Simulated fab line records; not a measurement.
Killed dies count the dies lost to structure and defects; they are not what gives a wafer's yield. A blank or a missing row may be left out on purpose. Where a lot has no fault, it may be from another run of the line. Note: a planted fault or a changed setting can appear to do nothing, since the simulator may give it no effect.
Matching of chambers	flow nandHarc	pecvd-01 running NHARC_A_CONTACT_DEP_24: 3 sister chambers
The step deposits SiO2, target thk 500 nm. 3 wafers are shown with their chamber, then 7 later ones without.

== WAFERS PAIRED WITH THEIR CHAMBERS ==
wafer	chamber	heaterPowerW (W)
L634.1	1	887
L632.2	0	475
L632.4	2	553

== WAFERS WHOSE CHAMBER IS MISSING ==
wafer	heaterPowerW (W)
L632.6	504
L636.2	483
L636.4	857
L636.6	573
L633.2	609
L633.3	945
L633.6	467

== EACH ONE'S CHAMBER ==
wafer	from the rows above	in truth
L632.6	can't be placed: 0 or 2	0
L636.2	can't be placed: 0 or 2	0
L636.4	1	1
L636.6	2	2
L633.2	2	2
L633.3	1	1
L633.6	0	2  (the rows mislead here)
Correctly placed: 4 of 7. Can't be placed from these rows: 2 (the true chamber is among the candidates in 2). Number placed wrongly: 1.
How it was worked out, from the rows above alone: a wafer's distance from a chamber is the root of the sum, over the readings, of the square of ((its reading less the chamber's mean) divided by the reading's scatter). The wafer belongs to the nearest chamber; if the next one is less than 2 further off, it can't be placed. Each chamber's mean is taken over the wafers shown for it. The scatter: root of mean squared gap, hidden wafer to nearest shown wafer, with one shown wafer a chamber.
